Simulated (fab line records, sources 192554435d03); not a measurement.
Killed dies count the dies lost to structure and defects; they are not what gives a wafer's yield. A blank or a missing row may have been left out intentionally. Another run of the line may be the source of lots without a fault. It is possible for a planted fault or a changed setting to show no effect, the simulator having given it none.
fab line records ; flow n5_finfet ; part 1 of 2: steps 1 to 21 of 30
record lots=5; wafers=15; last_day=18
route steps=1938 shown BEOL_M13@1686
lots that met no fault: from a run of the same line without faults
start_h: the number of hours between the record's first day and the start of the first shown wafer of the lot ; wait_h: how many hours have passed since the lot's step before this one ; " repeats the value in the row above ; L1.1+2: a row that stands for several wafers ; - no value, or no start given ; * or withheld: withheld ; < > ~ a bound
route shown NAME@n: NAME is a module with steps in the file, n the number in the route of the first one ; usual: mean and standard deviation over wafers with no fault ; same: alike in all rows ; chamber/n: place in a boat ; sites: readings site by site ; _std_site: standard deviation across them ; _edge_site: mean of outer sites minus mean of inner sites ; radius_mm: how far each site lies from the wafer's centre ; mask NAME#n: copy n ; behind: the tool/chamber that last shaped the wafer ; hold: why the lot went on hold/how many hours it stayed there/how the hold came to an end ; device: the n, p or np transistor that did not switch ; end of line: at the end of the route, the tests of the same wafers ; step lacking rows: just its recipe ; killed: dies that structure and defects cost at the first sort, which is not the same as the wafer's yield ; map: per-die view of a wafer (x killed, . not killed, _ where there is no die)
set.NAME: the setting that was run; set.NAME@STEP: the one run at that earlier step ; model.NAME: the simulator's own value behind a step, which no gauge read
certain route steps with their lots: each step a table, each wafer a row
services: from which hour (start_h, from the record's first day; less than 0 if before it) a tool's chamber was out of use, for how many hours, and why
## steps
# step N5_BEOL_M13_PEB_26
# recipe peb_temp_c=130; peb_time_s=90
# usual plate_temp_C=130.02/0.13
lot.wafer;tool;chamber;start_h;wait_h;plate_temp_C
L084.2;litho_track-04;0;311.20;0.0;129.96
L084.5;litho_track-04;0;311.20;0.0;129.93
L084.6;litho_track-04;0;311.20;0.0;130.09
L087.1;litho_track-04;0;334.49;0.1;129.98
L087.3;litho_track-04;0;334.49;0.1;129.85
L087.5;litho_track-04;0;334.49;0.1;129.94
L092.1;litho_track-03;0;364.07;0.1;130.07
L092.3;litho_track-03;0;364.07;0.1;129.87
L092.4;litho_track-03;0;364.07;0.1;129.77
L097.2;litho_track-05;0;398.10;0.0;130.14
L097.3;litho_track-05;0;398.10;0.0;130.16
L097.6;litho_track-05;0;398.10;0.0;130.35
L096.4;litho_track-03;0;406.11;0.0;130.04
L096.5;litho_track-03;0;406.11;0.0;130.01
L096.6;litho_track-03;0;406.11;0.0;129.92
# step N5_BEOL_M13_DEVELOP_27
# recipe develop_time_s=45; rinse_liquid=diw; dry=air_spin; dev_temp_c=21
lot.wafer;tool;chamber;start_h;wait_h
L084.2+5+6;litho_track-04;0;-;-
L087.1+3+5;litho_track-04;0;-;-
L092.1+3+4;litho_track-03;0;-;-
L097.2+3+6;litho_track-05;0;-;-
L096.4+5+6;litho_track-03;0;-;-
# step N5_BEOL_M13_HARDBAKE_32
# recipe temp_c=130; time_s=120
# usual plate_temp_C=130.00/0.14
# same time_s=120
lot.wafer;tool;chamber;start_h;wait_h;plate_temp_C
L084.2;litho_track-04;0;-;-;130.13
L084.5;litho_track-04;0;-;-;129.96
L084.6;litho_track-04;0;-;-;130.17
L087.1;litho_track-04;0;-;-;130.10
L087.3;litho_track-04;0;-;-;129.99
L087.5;litho_track-04;0;-;-;130.01
L092.1;litho_track-03;0;-;-;130.17
L092.3;litho_track-03;0;-;-;130.19
L092.4;litho_track-03;0;-;-;129.99
L097.2;litho_track-05;0;-;-;129.98
L097.3;litho_track-05;0;-;-;129.96
L097.6;litho_track-05;0;-;-;130.01
L096.4;litho_track-03;0;-;-;130.00
L096.5;litho_track-03;0;-;-;129.75
L096.6;litho_track-03;0;-;-;130.18
# step N5_BEOL_M13_CD_MEAS_28
# recipe target_cd_nm=209.5; landing_energy_ev=500; detector=se_inlens
# usual cd_nm=209.0/1.6
lot.wafer;tool;chamber;start_h;wait_h;cd_nm
L084.2;cd_sem-03;0;311.32;-;209.9
L084.5;cd_sem-03;0;311.32;-;210.3
L084.6;cd_sem-03;0;311.32;-;210.3
L087.1;cd_sem-01;0;334.60;-;209.7
L087.3;cd_sem-01;0;334.60;-;210.0
L087.5;cd_sem-01;0;334.60;-;207.8
L092.1;cd_sem-03;0;364.18;-;212.7
L092.3;cd_sem-03;0;364.18;-;209.7
L092.4;cd_sem-03;0;364.18;-;208.8
L097.2;cd_sem-03;0;398.21;-;208.8
L097.3;cd_sem-03;0;398.21;-;208.9
L097.6;cd_sem-03;0;398.21;-;207.9
L096.4;cd_sem-03;0;406.23;-;207.5
L096.5;cd_sem-03;0;406.23;-;208.8
L096.6;cd_sem-03;0;406.23;-;211.4
# step N5_BEOL_M13_OVL_MEAS_29
# recipe points_per_wafer=44
# usual M13_OVL=0/5.7
lot.wafer;tool;chamber;start_h;wait_h;M13_OVL[nm]
L084.2;overlay-02;0;311.34;0.0;1
L084.5;overlay-02;0;311.34;0.0;-8
L084.6;overlay-02;0;311.34;0.0;-3
L087.1;overlay-02;0;334.63;0.0;-1
L087.3;overlay-02;0;334.63;0.0;-1
L087.5;overlay-02;0;334.63;0.0;-3
L092.1;overlay-02;0;364.22;0.0;1
L092.3;overlay-02;0;364.22;0.0;-2
L092.4;overlay-02;0;364.22;0.0;5
L097.2;overlay-01;0;398.24;0.0;5
L097.3;overlay-01;0;398.24;0.0;12
L097.6;overlay-01;0;398.24;0.0;1
L096.4;overlay-02;0;406.25;0.0;1
L096.5;overlay-02;0;406.25;0.0;1
L096.6;overlay-02;0;406.25;0.0;-6
# step N5_BEOL_M13_INSPECT_30
# recipe mode=adi; inspect_instrument=macro
# usual raw_defect_count=1.8/1.3
lot.wafer;tool;chamber;start_h;wait_h;raw_defect_count
L084.2;defect_inspect-02;-;311.37;0.0;3
L084.5;defect_inspect-02;-;311.37;0.0;2
L084.6;defect_inspect-02;-;311.37;0.0;0
L087.1;defect_inspect-02;-;334.65;0.0;3
L087.3;defect_inspect-02;-;334.65;0.0;2
L087.5;defect_inspect-02;-;334.65;0.0;1
L092.1;defect_inspect-01;-;364.24;0.0;3
L092.3;defect_inspect-01;-;364.24;0.0;1
L092.4;defect_inspect-01;-;364.24;0.0;2
L097.2;defect_inspect-01;-;398.27;0.0;1
L097.3;defect_inspect-01;-;398.27;0.0;2
L097.6;defect_inspect-01;-;398.27;0.0;0
L096.4;defect_inspect-01;-;406.28;0.0;1
L096.5;defect_inspect-01;-;406.28;0.0;2
L096.6;defect_inspect-01;-;406.28;0.0;3
# step N5_BEOL_M13_DESCUM_33
# recipe chemistry=O2; time_s=7.9; source_power_w=50; bias_power_w=20; pressure_mtorr=20; rf_frequency_hz=2.712e+07; temp_c=40; o2_flow_sccm=225
# usual drypump_motor_current_A=5.6/0.46; oes_product_au=0.81/0.085; rf_fwd_power_W=49.28/0.24; rf_vpp_V=242.7/1.4; showerhead_plenum_p_Torr=2.07/0.076; throttle_valve_pct=20.4/0.31
# same time_s=7.9
lot.wafer;tool;chamber;start_h;wait_h;drypump_motor_current_A;oes_product_au;rf_fwd_power_W;rf_hours_counter_h;rf_vpp_V;showerhead_plenum_p_Torr;throttle_valve_pct
L084.2;rie_diel-06;2;311.47;0.1;4.8;0.86;49.37;43;242.6;2.13;20.1
L084.5;rie_diel-06;2;311.47;0.1;4.8;0.86;49.02;-;242.1;2.13;20.1
L084.6;rie_diel-06;3;311.47;0.1;5.3;0.70;49.22;-;241.0;1.96;20.6
L087.1;rie_diel-06;2;334.69;0.0;4.8;0.84;48.97;50;243.7;2.13;20.2
L087.3;rie_diel-06;0;334.69;0.0;5.4;0.78;49.14;111;243.5;2.03;20.8
L087.5;rie_diel-06;3;334.69;0.0;5.3;0.69;49.19;-;239.9;1.96;20.7
L092.1;rie_diel-06;1;364.27;0.0;5.2;0.89;49.29;44;244.1;2.22;20.2
L092.3;rie_diel-06;2;364.27;0.0;4.8;0.83;49.37;61;245.4;2.12;20.2
L092.4;rie_diel-06;2;364.27;0.0;4.8;0.84;49.08;-;243.0;2.12;20.2
L097.2;rie_diel-02;2;398.30;0.0;5.7;0.88;49.44;36;242.2;2.02;19.9
L097.3;rie_diel-02;1;398.30;0.0;5.9;0.79;49.48;137;241.0;2.02;20.3
L097.6;rie_diel-02;2;398.30;0.0;5.8;0.89;49.43;-;242.1;2.02;19.9
L096.4;rie_diel-06;2;406.55;0.3;4.8;0.81;48.95;77;242.6;2.12;20.2
L096.5;rie_diel-06;1;406.55;0.3;5.2;0.88;48.87;-;243.5;2.22;20.2
L096.6;rie_diel-06;0;406.55;0.3;5.3;0.76;49.24;-;242.3;2.03;20.8
# step N5_BEOL_M13_ETCH_67
# recipe chemistry=CF4; target=SiARC; target_depth_a=1430; time_s=238.3; ion_energy_ev=80; pressure_mtorr=40; source_w=545; bias_w=36; Ar_flow_sccm=100; cf4_flow_sccm=100; ends=cleared
# usual drypump_motor_current_A=5.6/0.46; etch_rf_on_time_s=239/6; oes_product_au=0.69/0.067; rf_fwd_power_W=543.2/1.5; rf_vpp_V=183.9/1.1; showerhead_plenum_p_Torr=2.13/0.066; throttle_valve_pct=15.6/0.33
lot.wafer;tool;chamber;start_h;wait_h;drypump_motor_current_A;etch_rf_on_time_s;oes_product_au;rf_fwd_power_W;rf_hours_counter_h;rf_vpp_V;showerhead_plenum_p_Torr;throttle_valve_pct
L084.2;rie_diel-06;2;311.51;0.0;4.8;248;0.72;543.2;43;185.3;2.19;15.3
L084.5;rie_diel-06;2;311.51;0.0;4.8;248;0.72;541.3;-;183.6;2.19;15.4
L084.6;rie_diel-06;3;311.51;0.0;5.3;232;0.62;544.3;-;183.1;2.05;16.1
L087.1;rie_diel-06;2;334.72;0.0;4.8;246;0.72;542.2;50;184.6;2.19;15.4
L087.3;rie_diel-06;0;334.72;0.0;5.3;241;0.67;541.6;111;183.4;2.08;15.9
L087.5;rie_diel-06;3;334.72;0.0;5.3;230;0.61;540.1;-;184.3;2.04;16.1
L092.1;rie_diel-06;1;364.31;0.0;5.1;243;0.73;541.5;45;186.5;2.26;15.4
L092.3;rie_diel-06;2;364.31;0.0;4.8;247;0.71;544.4;61;184.6;2.18;15.4
L092.4;rie_diel-06;2;364.31;0.0;4.8;246;0.70;542.0;-;183.0;2.18;15.4
L097.2;rie_diel-02;2;398.34;0.0;5.7;236;0.75;545.9;36;183.5;2.10;15.2
L097.3;rie_diel-02;1;398.34;0.0;5.9;233;0.66;544.3;137;183.7;2.06;15.4
L097.6;rie_diel-02;2;398.34;0.0;5.8;240;0.75;545.9;-;181.8;2.10;15.2
L096.4;rie_diel-06;2;406.58;0.0;4.8;246;0.68;541.9;77;182.5;2.18;15.4
L096.5;rie_diel-06;1;406.58;0.0;5.1;244;0.72;544.4;-;185.5;2.26;15.4
L096.6;rie_diel-06;0;406.58;0.0;5.3;243;0.65;541.7;-;182.8;2.07;15.9
# step N5_BEOL_M13_ETCH_68
# recipe chemistry=N2/H2; target=SOC; mask_material=SiARC; source_w=3000; bias_w=350; temp_c=40; time_s=355; ion_energy_ev=200; pressure_mtorr=30; n2_flow_sccm=200; h2_flow_sccm=200
# usual drypump_motor_current_A=5.6/0.46; oes_product_au=0.81/0.086; rf_fwd_power_W=2992/8.7; rf_vpp_V=523.3/2.5; showerhead_plenum_p_Torr=2.52/0.093; throttle_valve_pct=17.8/0.3
# same time_s=355
lot.wafer;tool;chamber;start_h;wait_h;drypump_motor_current_A;oes_product_au;rf_fwd_power_W;rf_hours_counter_h;rf_vpp_V;showerhead_plenum_p_Torr;throttle_valve_pct
L084.2;rie_diel-06;2;311.65;0.1;4.8;0.86;2995;43;525.2;2.59;17.5
L084.5;rie_diel-06;2;311.65;0.1;4.8;0.86;2985;-;525.9;2.59;17.5
L084.6;rie_diel-06;3;311.65;0.1;5.3;0.69;2989;-;520.8;2.41;18.3
L087.1;rie_diel-06;2;334.87;0.1;4.8;0.85;2977;50;525.8;2.59;17.5
L087.3;rie_diel-06;0;334.87;0.1;5.3;0.78;2997;111;520.9;2.46;18.1
L087.5;rie_diel-06;3;334.87;0.1;5.3;0.70;3004;-;520.1;2.41;18.3
L092.1;rie_diel-06;1;364.45;0.1;5.1;0.88;2982;45;529.9;2.71;17.6
L092.3;rie_diel-06;2;364.45;0.1;4.8;0.84;2990;61;525.2;2.58;17.5
L092.4;rie_diel-06;2;364.45;0.1;4.8;0.84;2993;-;524.6;2.58;17.5
L097.2;rie_diel-02;2;398.48;0.1;5.7;0.88;2996;36;522.7;2.50;17.4
L097.3;rie_diel-02;1;398.48;0.1;5.9;0.78;2983;137;520.6;2.43;17.5
L097.6;rie_diel-02;2;398.48;0.1;5.8;0.89;2993;-;521.8;2.50;17.4
L096.4;rie_diel-06;2;406.73;0.1;4.8;0.82;2992;77;524.0;2.58;17.6
L096.5;rie_diel-06;1;406.73;0.1;5.1;0.87;2985;-;527.3;2.71;17.7
L096.6;rie_diel-06;0;406.73;0.1;5.3;0.76;2991;-;520.8;2.45;18.1
# step N5_BEOL_M13_STRIP_69
# recipe chemistry=N2/H2; temp_c=40; n2_flow_sccm=200; h2_flow_sccm=200; rf_frequency_hz=6e+07
lot.wafer;tool;chamber;start_h;wait_h
L084.2+5+6;rie_diel-06;2,2,3;311.86;0.1
L087.1+3+5;rie_diel-06;2,0,3;335.08;0.1
L092.1+3+4;rie_diel-06;1,2,2;364.67;0.1
L097.2+3+6;rie_diel-02;2,1,2;398.69;0.1
L096.4+5+6;rie_diel-06;2,1,0;406.94;0.1
# step N5_BEOL_M13_TRENCH_ETCH_34
# recipe chemistry=C4F8/O2/Ar; target=SiOC; target_depth_a=4134.7; mask_material=SOC; pressure_mtorr=30; source_w=3000; bias_w=700; Ar_flow_sccm=400; C4F8_flow_sccm=15; O2_flow_sccm=8; he_inner_torr=15; he_outer_torr=30; time_s=162.6; ion_energy_ev=250
# usual drypump_motor_current_A=5.6/0.47; oes_product_au=0.81/0.086; rf_fwd_power_W=2989/9.4; rf_vpp_V=665/3; showerhead_plenum_p_Torr=3.39/0.11; throttle_valve_pct=24.2/0.37
# same time_s=162.6
lot.wafer;tool;chamber;start_h;wait_h;drypump_motor_current_A;oes_product_au;rf_fwd_power_W;rf_hours_counter_h;rf_vpp_V;showerhead_plenum_p_Torr;throttle_valve_pct
L084.2;rie_diel-06;2;311.87;0.0;4.8;0.85;2978;43;667;3.51;24.1
L084.5;rie_diel-06;2;311.87;0.0;4.8;0.86;2976;-;666;3.51;24.1
L084.6;rie_diel-06;3;311.87;0.0;5.3;0.70;2982;-;661;3.27;24.7
L087.1;rie_diel-06;2;335.09;0.0;4.8;0.84;2989;50;668;3.51;24.1
L087.3;rie_diel-06;0;335.09;0.0;5.4;0.77;3009;111;663;3.30;24.4
L087.5;rie_diel-06;3;335.09;0.0;5.3;0.70;2994;-;661;3.26;24.7
L092.1;rie_diel-06;1;364.68;0.0;5.2;0.89;2992;45;672;3.61;24.0
L092.3;rie_diel-06;2;364.68;0.0;4.8;0.84;3006;61;669;3.50;24.1
L092.4;rie_diel-06;2;364.68;0.0;4.8;0.84;2996;-;667;3.50;24.1
L097.2;rie_diel-02;2;398.70;0.0;5.8;0.90;2977;36;664;3.33;23.7
L097.3;rie_diel-02;1;398.70;0.0;5.9;0.77;3011;137;662;3.28;23.9
L097.6;rie_diel-02;2;398.70;0.0;5.8;0.89;2995;-;663;3.33;23.7
L096.4;rie_diel-06;2;406.95;0.0;4.8;0.82;2990;77;666;3.49;24.2
L096.5;rie_diel-06;1;406.95;0.0;5.1;0.88;2980;-;669;3.61;24.1
L096.6;rie_diel-06;0;406.95;0.0;5.3;0.77;2998;-;662;3.29;24.5
# step N5_BEOL_M13_STRIP_70
# recipe chemistry=C4F8/O2/Ar; resist=SiARC; rf_frequency_hz=6e+07
lot.wafer;tool;chamber;start_h;wait_h
L084.2+5+6;rie_diel-06;2,2,3;312.01;0.1
L087.1+3+5;rie_diel-06;2,0,3;335.23;0.1
L092.1+3+4;rie_diel-06;1,2,2;364.81;0.1
L097.2+3+6;rie_diel-02;2,1,2;398.84;0.1
L096.4+5+6;rie_diel-06;2,1,0;407.09;0.1
# step N5_BEOL_M13_OCD_MEAS_35
# usual trench_depth_nm=415/7.9
lot.wafer;tool;chamber;start_h;wait_h;trench_depth_nm
L084.2;ocd-02;-;312.05;0.0;412
L084.5;ocd-02;-;312.05;0.0;413
L084.6;ocd-02;-;312.05;0.0;409
L087.1;ocd-02;-;335.27;0.0;412
L087.3;ocd-02;-;335.27;0.0;408
L087.5;ocd-02;-;335.27;0.0;409
L092.1;ocd-01;-;364.85;0.0;432
L092.3;ocd-01;-;364.85;0.0;417
L092.4;ocd-01;-;364.85;0.0;417
L097.2;ocd-01;-;398.88;0.0;431
L097.3;ocd-01;-;398.88;0.0;420
L097.6;ocd-01;-;398.88;0.0;430
L096.4;ocd-01;-;407.13;0.0;415
L096.5;ocd-01;-;407.13;0.0;424
L096.6;ocd-01;-;407.13;0.0;410
# step N5_BEOL_M13_STRIP_37
# recipe chemistry=N2/H2; power_w=1000; temp_c=250; h2_frac=0.65; overash_fraction=0.3; pressure_mtorr=withheld; n2_flow_sccm=1750; h2_flow_sccm=3250
# usual drypump_motor_current_A=5.5/0.47; heater_power_w=327/27; oes_product_au=0.785/0.012
lot.wafer;tool;chamber;start_h;wait_h;drypump_motor_current_A;heater_power_w;oes_product_au;rf_hours_counter_h
L084.2;plasma_asher-02;0;312.09;0.0;5.5;332;0.795;81
L084.5;plasma_asher-02;0;312.09;0.0;5.5;328;0.773;-
L084.6;plasma_asher-02;1;312.09;0.0;5.6;334;0.786;-
L087.1;plasma_asher-02;0;335.30;0.0;5.5;336;0.786;86
L087.3;plasma_asher-02;1;335.30;0.0;5.6;333;0.785;-
L087.5;plasma_asher-02;1;335.30;0.0;5.6;333;0.779;-
L092.1;plasma_asher-02;1;364.89;0.0;5.6;342;0.802;94
L092.3;plasma_asher-02;1;364.89;0.0;5.6;333;0.767;-
L092.4;plasma_asher-02;0;364.89;0.0;5.5;327;0.784;-
L097.2;plasma_asher-01;0;398.92;0.0;6.2;284;0.778;156
L097.3;plasma_asher-01;1;398.92;0.0;4.9;357;0.778;-
L097.6;plasma_asher-01;0;398.92;0.0;6.1;293;0.775;-
L096.4;plasma_asher-01;1;407.19;0.1;4.9;353;0.786;-
L096.5;plasma_asher-01;0;407.19;0.1;6.2;293;0.807;-
L096.6;plasma_asher-01;1;407.19;0.1;4.9;360;0.778;-
# step N5_BEOL_M13_ETCH_38
# recipe chemistry=CF4/N2; target=SiCN; target_depth_a=675; taper_deg=2; time_s=71.9; ion_energy_ev=150; mask_material=SiO2; pressure_mtorr=40; source_w=430; bias_w=70; Ar_flow_sccm=100; cf4_flow_sccm=60; n2_flow_sccm=60
# usual drypump_motor_current_A=5.6/0.48; oes_product_au=0.80/0.079; rf_fwd_power_W=428.1/1.4; rf_vpp_V=381.7/1.7; showerhead_plenum_p_Torr=2.19/0.064; throttle_valve_pct=15.5/0.32
# same time_s=71.9
lot.wafer;tool;chamber;start_h;wait_h;drypump_motor_current_A;oes_product_au;rf_fwd_power_W;rf_hours_counter_h;rf_vpp_V;showerhead_plenum_p_Torr;throttle_valve_pct
L084.2;rie_diel-02;3;316.16;-;5.1;0.74;427.3;171;380.1;2.12;16.0
L084.5;rie_diel-02;1;316.16;-;5.9;0.80;431.5;-;381.6;2.13;15.2
L084.6;rie_diel-02;0;316.16;-;6.0;0.72;427.7;-;381.8;2.18;15.9
L087.1;rie_diel-04;0;335.85;-;5.5;0.86;429.9;40;380.9;2.16;15.5
L087.3;rie_diel-04;3;335.85;-;5.3;0.67;428.5;249;382.9;2.28;15.5
L087.5;rie_diel-04;0;335.85;-;5.5;0.86;429.3;-;379.8;2.16;15.5
L092.1;rie_diel-06;1;365.15;-;5.2;0.85;426.6;45;386.2;2.34;15.3
L092.3;rie_diel-06;2;365.15;-;4.8;0.81;428.9;61;383.0;2.25;15.2
L092.4;rie_diel-06;1;365.15;-;5.1;0.85;426.5;-;385.9;2.34;15.3
L097.2;rie_diel-04;1;399.22;-;6.5;0.73;429.5;179;381.9;2.19;15.3
L097.3;rie_diel-04;3;399.22;-;5.3;0.94;432.4;11;382.1;2.27;15.1
L097.6;rie_diel-04;3;399.22;-;5.3;0.95;429.4;-;382.3;2.27;15.1
L096.4;rie_diel-02;2;407.25;-;5.8;0.86;429.0;38;381.5;2.17;15.1
L096.5;rie_diel-02;3;407.25;-;5.0;0.74;429.2;-;379.4;2.11;16.0
L096.6;rie_diel-02;2;407.25;-;5.8;0.87;428.0;-;381.2;2.17;15.1
# step N5_BEOL_M13_PRECLEAN_39
# recipe chemistry=residue_remover; time_s=60; temp_c=40
# same time_s=60
lot.wafer;tool;chamber;start_h;wait_h
L084.2+5+6;wet_bench-06;5,7,0;316.29;0.1
L087.1+3+5;wet_bench-06;4,0,1;335.98;0.1
L092.1+3+4;wet_bench-04;3,6,7;365.28;0.1
L097.2+3+6;wet_bench-02;5,1,4;399.35;0.1
L096.4+5+6;wet_bench-02;6,5,0;407.38;0.1
# step N5_BEOL_M13_SRD_40
# recipe time_s=30; temp_c=23; rinse_liquid=diw; dry=n2_spin; spin_rpm=1500; dry_time_s=30
# usual do_supply_ppb=10.00/0.1
# same time_s=30
lot.wafer;tool;chamber;start_h;wait_h;do_supply_ppb
L084.2;wet_bench-06;5;316.31;0.0;10.03
L084.5;wet_bench-06;7;316.31;0.0;10.05
L084.6;wet_bench-06;0;316.31;0.0;10.07
L087.1;wet_bench-06;4;336.00;0.0;9.91
L087.3;wet_bench-06;0;336.00;0.0;10.08
L087.5;wet_bench-06;1;336.00;0.0;10.03
L092.1;wet_bench-04;3;365.30;0.0;9.89
L092.3;wet_bench-04;6;365.30;0.0;9.97
L092.4;wet_bench-04;7;365.30;0.0;9.91
L097.2;wet_bench-02;5;399.37;0.0;10.01
L097.3;wet_bench-02;1;399.37;0.0;9.96
L097.6;wet_bench-02;4;399.37;0.0;10.10
L096.4;wet_bench-02;6;407.40;0.0;10.15
L096.5;wet_bench-02;5;407.40;0.0;10.10
L096.6;wet_bench-02;0;407.40;0.0;10.09
# step N5_BEOL_M13_DEGAS_41
# recipe ambient=vacuum; temp_c=250; time_s=60
# usual heater_power_w=336/20
# same time_s=60
lot.wafer;tool;chamber;start_h;wait_h;heater_power_w
L084.2;pvd_sputter-02;-;316.55;0.2;364
L084.5;pvd_sputter-02;-;316.55;0.2;332
L084.6;pvd_sputter-02;-;316.55;0.2;363
L087.1;pvd_sputter-03;-;336.19;0.2;341
L087.3;pvd_sputter-03;-;336.19;0.2;368
L087.5;pvd_sputter-03;-;336.19;0.2;363
L092.1;pvd_sputter-01;-;365.76;0.4;300
L092.3;pvd_sputter-01;-;365.76;0.4;336
L092.4;pvd_sputter-01;-;365.76;0.4;361
L097.2;pvd_sputter-02;-;399.62;0.2;330
L097.3;pvd_sputter-02;-;399.62;0.2;331
L097.6;pvd_sputter-02;-;399.62;0.2;364
L096.4;pvd_sputter-02;-;407.59;0.2;311
L096.5;pvd_sputter-02;-;407.59;0.2;324
L096.6;pvd_sputter-02;-;407.59;0.2;345
# step N5_BEOL_M13_PRE_CLEAN_42
# recipe gas=H2/He; time_s=30; temp_c=250
# usual heater_power_w=336/21
# same time_s=30
lot.wafer;tool;chamber;start_h;wait_h;heater_power_w
L084.2;pvd_sputter-02;-;316.59;0.0;362
L084.5;pvd_sputter-02;-;316.59;0.0;330
L084.6;pvd_sputter-02;-;316.59;0.0;363
L087.1;pvd_sputter-03;-;336.23;0.0;329
L087.3;pvd_sputter-03;-;336.23;0.0;361
L087.5;pvd_sputter-03;-;336.23;0.0;372
L092.1;pvd_sputter-01;-;365.80;0.0;294
L092.3;pvd_sputter-01;-;365.80;0.0;332
L092.4;pvd_sputter-01;-;365.80;0.0;375
L097.2;pvd_sputter-02;-;399.66;0.0;331
L097.3;pvd_sputter-02;-;399.66;0.0;336
L097.6;pvd_sputter-02;-;399.66;0.0;354
L096.4;pvd_sputter-02;-;407.63;0.0;310
L096.5;pvd_sputter-02;-;407.63;0.0;326
L096.6;pvd_sputter-02;-;407.63;0.0;335
# step N5_BEOL_M13_SPUTTER_43
# recipe material=TaN; target_thk_a=150; temp_c=50; bias_v=168.6; power_w=15000; chamber_pressure_pa=0.12; time_s=24.19
# usual throttle_valve_pct=30.5/0.79
# same time_s=24.19
lot.wafer;tool;chamber;start_h;wait_h;throttle_valve_pct
L084.2;pvd_sputter-02;-;316.63;0.0;30.5
L084.5;pvd_sputter-02;-;316.63;0.0;30.6
L084.6;pvd_sputter-02;-;316.63;0.0;30.5
L087.1;pvd_sputter-03;-;336.27;0.0;29.8
L087.3;pvd_sputter-03;-;336.27;0.0;32.2
L087.5;pvd_sputter-03;-;336.27;0.0;32.5
L092.1;pvd_sputter-01;-;365.84;0.0;31.5
L092.3;pvd_sputter-01;-;365.84;0.0;31.4
L092.4;pvd_sputter-01;-;365.84;0.0;30.2
L097.2;pvd_sputter-02;-;399.70;0.0;30.3
L097.3;pvd_sputter-02;-;399.70;0.0;30.5
L097.6;pvd_sputter-02;-;399.70;0.0;30.4
L096.4;pvd_sputter-02;-;407.67;0.0;29.8
L096.5;pvd_sputter-02;-;407.67;0.0;30.4
L096.6;pvd_sputter-02;-;407.67;0.0;30.8
# step N5_BEOL_M13_SPUTTER_44
# recipe material=Ta; target_thk_a=100; temp_c=50; bias_v=80; power_w=15000; chamber_pressure_pa=0.07; time_s=16.13
# usual throttle_valve_pct=30.4/0.79
# same time_s=16.13
lot.wafer;tool;chamber;start_h;wait_h;throttle_valve_pct
L084.2;pvd_sputter-02;-;316.71;0.0;30.4
L084.5;pvd_sputter-02;-;316.71;0.0;30.7
L084.6;pvd_sputter-02;-;316.71;0.0;30.5
L087.1;pvd_sputter-03;-;336.35;0.0;29.7
L087.3;pvd_sputter-03;-;336.35;0.0;32.3
L087.5;pvd_sputter-03;-;336.35;0.0;31.9
L092.1;pvd_sputter-01;-;365.92;0.0;31.9
L092.3;pvd_sputter-01;-;365.92;0.0;31.3
L092.4;pvd_sputter-01;-;365.92;0.0;30.0
L097.2;pvd_sputter-02;-;399.78;0.0;30.9
L097.3;pvd_sputter-02;-;399.78;0.0;30.3
L097.6;pvd_sputter-02;-;399.78;0.0;30.2
L096.4;pvd_sputter-02;-;407.75;0.0;29.9
L096.5;pvd_sputter-02;-;407.75;0.0;30.5
L096.6;pvd_sputter-02;-;407.75;0.0;30.6
